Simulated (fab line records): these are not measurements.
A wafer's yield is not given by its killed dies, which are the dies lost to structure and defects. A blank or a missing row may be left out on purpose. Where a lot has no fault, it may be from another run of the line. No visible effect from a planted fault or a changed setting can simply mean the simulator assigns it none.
The tool behind it: which one? :: flow n5-finfet :: 12 lots with 36 wafers sampled at 5 steps, on a route of 1938 steps

== WHAT THE GAUGES SHOWED, per wafer ==
N5_BEOL_M4_RC_MEAS_101.
lot: L874
measured: day 11 02:30
on: prober-01
DIBL_N (mV/V): 37.5 38.0 35.9
DIBL_P (mV/V): 35.6 37.8 35.0
IOFF_N (nA/um): 0.165 0.195 0.141
IOFF_P (nA/um): 0.191 0.236 0.187
ION_N (uA/um): 659 665 644
ION_P (uA/um): 444 447 442
SS_N (mV/dec): 72.8 72.9 72.0
SS_P (mV/dec): 73.9 74.3 72.9
VT_N (mV): 253 246 253
VT_P (mV): -255 -248 -253

lot: L875
measured: day 10 07:59
on: prober-02
DIBL_N (mV/V): 36.1 36.0 37.7
DIBL_P (mV/V): 36.4 36.0 37.8
IOFF_N (nA/um): 0.148 0.150 0.173
IOFF_P (nA/um): 0.197 0.196 0.228
ION_N (uA/um): 663 671 666
ION_P (uA/um): 452 462 457
SS_N (mV/dec): 71.0 71.1 72.4
SS_P (mV/dec): 73.3 73.4 74.0
VT_N (mV): 252 253 247
VT_P (mV): -252 -255 -250

lot: L878
measured: day 11 08:04
on: prober-02
DIBL_N (mV/V): 33.9 31.8 34.2
DIBL_P (mV/V): 32.9 31.0 33.7
IOFF_N (nA/um): 0.125 0.097 0.125
IOFF_P (nA/um): 0.150 0.135 0.157
ION_N (uA/um): 669 644 662
ION_P (uA/um): 448 443 453
SS_N (mV/dec): 71.4 69.8 71.0
SS_P (mV/dec): 72.4 72.2 72.5
VT_N (mV): 255 256 253
VT_P (mV): -255 -257 -254

lot: L883
measured: day 12 12:49
on: prober-02
DIBL_N (mV/V): 33.9 35.7 36.5
DIBL_P (mV/V): 32.9 34.6 34.1
IOFF_N (nA/um): 0.124 0.149 0.156
IOFF_P (nA/um): 0.169 0.199 0.182
ION_N (uA/um): 660 673 665
ION_P (uA/um): 451 465 450
SS_N (mV/dec): 71.0 70.5 70.8
SS_P (mV/dec): 72.6 72.7 72.6
VT_N (mV): 254 252 251
VT_P (mV): -252 -251 -254

lot: L884
measured: day 12 22:44
on: prober-02
DIBL_N (mV/V): 37.4 32.9 36.3
DIBL_P (mV/V): 38.0 32.1 35.2
IOFF_N (nA/um): 0.163 0.104 0.139
IOFF_P (nA/um): 0.246 0.162 0.201
ION_N (uA/um): 681 668 664
ION_P (uA/um): 466 461 467
SS_N (mV/dec): 70.8 70.4 70.6
SS_P (mV/dec): 73.6 72.0 72.2
VT_N (mV): 250 254 253
VT_P (mV): -247 -252 -251

lot: L889
measured: day 14 01:35
on: prober-01
DIBL_N (mV/V): 34.5 34.4 36.1
DIBL_P (mV/V): 34.0 32.9 35.3
IOFF_N (nA/um): 0.121 0.116 0.143
IOFF_P (nA/um): 0.179 0.167 0.204
ION_N (uA/um): 650 656 668
ION_P (uA/um): 454 451 455
SS_N (mV/dec): 71.1 70.8 71.9
SS_P (mV/dec): 73.7 72.8 72.8
VT_N (mV): 254 255 253
VT_P (mV): -250 -255 -251

lot: L892
measured: day 14 23:49
on: prober-01
DIBL_N (mV/V): 36.1 38.2 34.3
DIBL_P (mV/V): 35.1 36.6 31.9
IOFF_N (nA/um): 0.165 0.209 0.121
IOFF_P (nA/um): 0.231 0.262 0.186
ION_N (uA/um): 666 691 652
ION_P (uA/um): 467 470 458
SS_N (mV/dec): 71.9 71.8 70.9
SS_P (mV/dec): 72.7 73.3 72.6
VT_N (mV): 245 243 251
VT_P (mV): -246 -244 -251

lot: L894
measured: day 15 08:19
on: prober-01
DIBL_N (mV/V): 34.3 36.6 34.5
DIBL_P (mV/V): 34.8 37.6 35.9
IOFF_N (nA/um): 0.117 0.153 0.129
IOFF_P (nA/um): 0.170 0.217 0.184
ION_N (uA/um): 668 666 674
ION_P (uA/um): 463 458 463
SS_N (mV/dec): 70.9 71.9 71.3
SS_P (mV/dec): 73.4 73.2 73.1
VT_N (mV): 255 253 252
VT_P (mV): -253 -251 -253

lot: L895
measured: day 15 11:44
on: prober-02
DIBL_N (mV/V): 37.6 36.5 36.8
DIBL_P (mV/V): 35.2 35.3 36.0
IOFF_N (nA/um): 0.177 0.159 0.167
IOFF_P (nA/um): 0.217 0.212 0.225
ION_N (uA/um): 680 669 679
ION_P (uA/um): 463 461 464
SS_N (mV/dec): 71.3 70.4 71.2
SS_P (mV/dec): 73.9 72.7 73.7
VT_N (mV): 248 250 250
VT_P (mV): -248 -250 -252

lot: L896
measured: day 15 13:35
on: prober-02
DIBL_N (mV/V): 36.4 32.1 38.1
DIBL_P (mV/V): 37.8 30.6 38.0
IOFF_N (nA/um): 0.167 0.103 0.195
IOFF_P (nA/um): 0.192 0.114 0.186
ION_N (uA/um): 676 649 674
ION_P (uA/um): 457 443 452
SS_N (mV/dec): 71.4 70.6 72.7
SS_P (mV/dec): 73.8 71.6 73.5
VT_N (mV): 247 255 247
VT_P (mV): -252 -260 -255

== TOOL THAT RAN EACH LOT (tool first, then ch and the chambers of the sampled wafers, then the start) ==
lot: L874
N5_BEOL_M1_ANNEAL_87: pvd-sputter-02, day 6 23:32
N5_BEOL_M1_ANNEAL_95: pvd-sputter-02, day 7 00:25
N5_BEOL_M1_SPUTTER_96: pvd-sputter-02, day 7 00:33
N5_BEOL_M1_DEP_57: pecvd-02 ch 1,2, day 7 01:41

lot: L875
N5_BEOL_M1_ANNEAL_87: pvd-sputter-02, day 7 06:04
N5_BEOL_M1_ANNEAL_95: pvd-sputter-02, day 7 06:56
N5_BEOL_M1_SPUTTER_96: pvd-sputter-02, day 7 07:05
N5_BEOL_M1_DEP_57: pecvd-02 ch 0,2, day 7 10:58

lot: L878
N5_BEOL_M1_ANNEAL_87: pvd-sputter-01, day 8 00:39
N5_BEOL_M1_ANNEAL_95: pvd-sputter-01, day 8 01:32
N5_BEOL_M1_SPUTTER_96: pvd-sputter-01, day 8 01:40
N5_BEOL_M1_DEP_57: pecvd-02 ch 1,2, day 8 03:26

lot: L883
N5_BEOL_M1_ANNEAL_87: pvd-sputter-02, day 9 08:12
N5_BEOL_M1_ANNEAL_95: pvd-sputter-02, day 9 09:05
N5_BEOL_M1_SPUTTER_96: pvd-sputter-02, day 9 09:13
N5_BEOL_M1_DEP_57: pecvd-04 ch 1,2, day 9 10:25

lot: L884
N5_BEOL_M1_ANNEAL_87: pvd-sputter-02, day 9 15:10
N5_BEOL_M1_ANNEAL_95: pvd-sputter-02, day 9 16:02
N5_BEOL_M1_SPUTTER_96: pvd-sputter-02, day 9 16:11
N5_BEOL_M1_DEP_57: pecvd-03 ch 0,1,2, day 9 17:10

lot: L889
N5_BEOL_M1_ANNEAL_87: pvd-sputter-01, day 10 13:27
N5_BEOL_M1_ANNEAL_95: pvd-sputter-01, day 10 14:20
N5_BEOL_M1_SPUTTER_96: pvd-sputter-01, day 10 14:28
N5_BEOL_M1_DEP_57: pecvd-04 ch 0,1,2, day 10 15:27

lot: L890
N5_BEOL_M1_ANNEAL_87: pvd-sputter-01, day 10 20:53
N5_BEOL_M1_ANNEAL_95: pvd-sputter-01, day 10 21:46
N5_BEOL_M1_SPUTTER_96: pvd-sputter-01, day 10 21:55
N5_BEOL_M1_DEP_57: pecvd-02 ch 1,2, day 10 22:53

lot: L891
N5_BEOL_M1_ANNEAL_87: pvd-sputter-01, day 11 03:13
N5_BEOL_M1_ANNEAL_95: pvd-sputter-01, day 11 04:05
N5_BEOL_M1_SPUTTER_96: pvd-sputter-01, day 11 04:14
N5_BEOL_M1_DEP_57: pecvd-03 ch 0,2, day 11 05:49

lot: L892
N5_BEOL_M1_ANNEAL_87: pvd-sputter-02, day 11 06:13
N5_BEOL_M1_ANNEAL_95: pvd-sputter-02, day 11 07:05
N5_BEOL_M1_SPUTTER_96: pvd-sputter-02, day 11 07:14
N5_BEOL_M1_DEP_57: pecvd-04 ch 1,2, day 11 08:15

lot: L894
N5_BEOL_M1_ANNEAL_87: pvd-sputter-02, day 11 18:23
N5_BEOL_M1_ANNEAL_95: pvd-sputter-02, day 11 19:16
N5_BEOL_M1_SPUTTER_96: pvd-sputter-02, day 11 19:24
N5_BEOL_M1_DEP_57: pecvd-03 ch 0,2, day 11 20:23

lot: L895
N5_BEOL_M1_ANNEAL_87: pvd-sputter-03, day 12 06:32
N5_BEOL_M1_ANNEAL_95: pvd-sputter-03, day 12 07:25
N5_BEOL_M1_SPUTTER_96: pvd-sputter-03, day 12 07:34
N5_BEOL_M1_DEP_57: pecvd-03 ch 0,1, day 12 08:33

lot: L896
N5_BEOL_M1_ANNEAL_87: pvd-sputter-01, day 12 10:26
N5_BEOL_M1_ANNEAL_95: pvd-sputter-01, day 12 11:19
N5_BEOL_M1_SPUTTER_96: pvd-sputter-01, day 12 11:27
N5_BEOL_M1_DEP_57: pecvd-02 ch 1,2, day 12 12:26
- N5_BEOL_M1_ANNEAL_87: time 240 s.
- N5_BEOL_M1_ANNEAL_95: time 240 s.
- N5_BEOL_M1_SPUTTER_96: material Cu, target thk 4.5 nm, time 8.29 s.
- N5_BEOL_M1_DEP_57: deposits SiCN from 3MS/NH3, target thk 8 nm, time 14 s.

== WHAT THE TOOLS THEMSELVES READ (means of the sampled wafers that have a number; where no wafer has one, the mark that the record gives instead) ==
N5_BEOL_M1_ANNEAL_87.
lot: L874
tool: pvd-sputter-02
heater-power-w (W): 791

lot: L875
tool: pvd-sputter-02
heater-power-w (W): 784

lot: L878
tool: pvd-sputter-01
heater-power-w (W): 806

lot: L883
tool: pvd-sputter-02
heater-power-w (W): 823

lot: L884
tool: pvd-sputter-02
heater-power-w (W): 818

lot: L889
tool: pvd-sputter-01
heater-power-w (W): 845

lot: L890
tool: pvd-sputter-01
heater-power-w (W): 834

lot: L891
tool: pvd-sputter-01
heater-power-w (W): 834

lot: L892
tool: pvd-sputter-02
heater-power-w (W): 817

lot: L894
tool: pvd-sputter-02
heater-power-w (W): 832

lot: L895
tool: pvd-sputter-03
heater-power-w (W): 751

lot: L896
tool: pvd-sputter-01
heater-power-w (W): 806

N5_BEOL_M1_ANNEAL_95.
lot: L874
tool: pvd-sputter-02
heater-power-w (W): 774

lot: L875
tool: pvd-sputter-02
heater-power-w (W): 796

lot: L878
tool: pvd-sputter-01
heater-power-w (W): 791

lot: L883
tool: pvd-sputter-02
heater-power-w (W): 810

lot: L884
tool: pvd-sputter-02
heater-power-w (W): 820

lot: L889
tool: pvd-sputter-01
heater-power-w (W): 823

lot: L890
tool: pvd-sputter-01
heater-power-w (W): 820

lot: L891
tool: pvd-sputter-01
heater-power-w (W): 838

lot: L892
tool: pvd-sputter-02
heater-power-w (W): 830

lot: L894
tool: pvd-sputter-02
heater-power-w (W): 815

lot: L895
tool: pvd-sputter-03
heater-power-w (W): 753

lot: L896
tool: pvd-sputter-01
heater-power-w (W): 796

N5_BEOL_M1_SPUTTER_96.
lot: L874
tool: pvd-sputter-02
throttle-valve-pct (%): 30.8

lot: L875
tool: pvd-sputter-02
throttle-valve-pct (%): 30.7

lot: L878
tool: pvd-sputter-01
throttle-valve-pct (%): 30.2

lot: L883
tool: pvd-sputter-02
throttle-valve-pct (%): 30.4

lot: L884
tool: pvd-sputter-02
throttle-valve-pct (%): 30.1

lot: L889
tool: pvd-sputter-01
throttle-valve-pct (%): 29.5

lot: L890
tool: pvd-sputter-01
throttle-valve-pct (%): 29.4

lot: L891
tool: pvd-sputter-01
throttle-valve-pct (%): 29.2

lot: L892
tool: pvd-sputter-02
throttle-valve-pct (%): 30.4

lot: L894
tool: pvd-sputter-02
throttle-valve-pct (%): 30.4

lot: L895
tool: pvd-sputter-03
throttle-valve-pct (%): 29.9

lot: L896
tool: pvd-sputter-01
throttle-valve-pct (%): 29.6

N5_BEOL_M1_DEP_57.
lot: L874
tool: pecvd-02
chamber-pressure-Torr (Torr): 2.996
rf-fwd-power-W (W): 198.6
showerhead-plenum-p-Torr (Torr): 3.667
throttle-valve-pct (%): 8.9

lot: L875
tool: pecvd-02
chamber-pressure-Torr (Torr): 2.993
rf-fwd-power-W (W): 198.8
showerhead-plenum-p-Torr (Torr): 3.677
throttle-valve-pct (%): 9.3

lot: L878
tool: pecvd-02
chamber-pressure-Torr (Torr): 3.007
rf-fwd-power-W (W): 198.0
showerhead-plenum-p-Torr (Torr): 3.659
throttle-valve-pct (%): 8.9

lot: L883
tool: pecvd-04
chamber-pressure-Torr (Torr): 2.991
rf-fwd-power-W (W): 199.0
showerhead-plenum-p-Torr (Torr): 3.654
throttle-valve-pct (%): 8.7

lot: L884
tool: pecvd-03
chamber-pressure-Torr (Torr): 2.997
rf-fwd-power-W (W): 198.9
showerhead-plenum-p-Torr (Torr): 3.662
throttle-valve-pct (%): 8.9

lot: L889
tool: pecvd-04
chamber-pressure-Torr (Torr): 2.999
rf-fwd-power-W (W): 198.9
showerhead-plenum-p-Torr (Torr): 3.668
throttle-valve-pct (%): 9.0

lot: L890
tool: pecvd-02
chamber-pressure-Torr (Torr): -
rf-fwd-power-W (W): -
showerhead-plenum-p-Torr (Torr): -
throttle-valve-pct (%): -

lot: L891
tool: pecvd-03
chamber-pressure-Torr (Torr): -
rf-fwd-power-W (W): -
showerhead-plenum-p-Torr (Torr): -
throttle-valve-pct (%): -

lot: L892
tool: pecvd-04
chamber-pressure-Torr (Torr): 3.004
rf-fwd-power-W (W): 199.2
showerhead-plenum-p-Torr (Torr): 3.653
throttle-valve-pct (%): 8.7

lot: L894
tool: pecvd-03
chamber-pressure-Torr (Torr): 2.998
rf-fwd-power-W (W): 198.8
showerhead-plenum-p-Torr (Torr): 3.662
throttle-valve-pct (%): 8.7

lot: L895
tool: pecvd-03
chamber-pressure-Torr (Torr): 3.003
rf-fwd-power-W (W): 199.0
showerhead-plenum-p-Torr (Torr): 3.656
throttle-valve-pct (%): 9.3

lot: L896
tool: pecvd-02
chamber-pressure-Torr (Torr): 3.004
rf-fwd-power-W (W): 198.9
showerhead-plenum-p-Torr (Torr): 3.655
throttle-valve-pct (%): 8.9

== THE ANSWER, worked out from the rows above alone ==
Rule: the lots themselves supply what counts as usual. The widest of any qualifying gaps counts: lots, ordered by their means at a reading, are off when they make up no more than a third of the lots, leave a main group of 4 or more, and stand apart from it by 3 or more times the standard deviation of that group's means. The tables above print the reading to a certain number of digits; a main group whose means all agree to those digits is not used. A lot without any number at a reading at which 4 lots or more have one is off too. All remaining lots with rows at the step are treated as sound. The gauges are gone through in route order, then the tools' own readings, and for those a lot's mean is taken as printed above. The first step at which some lot is off is used, and at that step the reading that is off furthest; a lot without a number counts as furthest.
Off, at N5_BEOL_M1_DEP_57 on chamber-pressure-Torr: L890, L891. Without a number there: L890, L891. Mean 2.999 Torr and standard deviation 0.0049 in the main group.
If a tool, at that step or one of the process steps before it, ran each lot that is off and ran no sound lot following the first of them, it fits. None of those tried fits.

== WHAT THE SIMULATOR HAD PUT IN ==
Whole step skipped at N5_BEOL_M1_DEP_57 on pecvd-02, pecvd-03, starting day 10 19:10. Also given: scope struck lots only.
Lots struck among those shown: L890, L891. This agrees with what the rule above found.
